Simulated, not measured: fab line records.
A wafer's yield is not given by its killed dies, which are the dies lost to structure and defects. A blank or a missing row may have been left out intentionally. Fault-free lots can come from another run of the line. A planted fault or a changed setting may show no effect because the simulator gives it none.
Matching of chambers | flow n5Finfet | 4 sister chambers for N5_BEOL_M8_ETCH_65 on rieDiel-01
The step etches SiARC in CF4, target depth 15.6 nm, time 26 s. 8 wafers are shown with their chamber, then 7 later ones without.

EACH WAFER AND ITS CHAMBER
wafer  | chamber | showerheadPlenumPTorr (Torr) | throttleValvePct (%)
L077.5 | 0       | 2.12                         | 15.73
L083.1 | 1       | 2.10                         | 15.43
L085.1 | 2       | 2.26                         | 15.49
L089.1 | 0       | 2.11                         | 15.76
L089.3 | 2       | 2.26                         | 15.52
L089.4 | 3       | 2.24                         | 15.39
L092.2 | 3       | 2.24                         | 15.40
L092.5 | 1       | 2.10                         | 15.45

WAFERS WITH NO CHAMBER GIVEN
wafer  | showerheadPlenumPTorr (Torr) | throttleValvePct (%)
L092.6 | 2.26                         | 15.52
L091.3 | 2.25                         | 15.52
L091.5 | 2.10                         | 15.47
L091.6 | 2.11                         | 15.78
L096.1 | 2.11                         | 15.78
L096.3 | 2.24                         | 15.43
L096.5 | 2.11                         | 15.80

EACH ONE'S CHAMBER
wafer  | from the rows above | in truth
L092.6 | 2                   | 2
L091.3 | 2                   | 2
L091.5 | 1                   | 1
L091.6 | 0                   | 0
L096.1 | 0                   | 0
L096.3 | 3                   | 3
L096.5 | 0                   | 0
Correctly placed: 7 of 7. Not placeable from these rows: 0. 0 placed wrongly.
How it was worked out, from the rows above alone: a wafer's distance from a chamber is the root of the sum, over the readings, of the square of ((its reading less the chamber's mean) divided by the reading's scatter). If the next closest chamber is less than 2 further off than the closest, the wafer can't be placed; otherwise it belongs to the closest. Each chamber's mean is taken over the wafers shown for it. The scatter: the root of (the sum of the squares of (reading less its chamber's mean) over the shown wafers, divided by (wafers less chambers)).
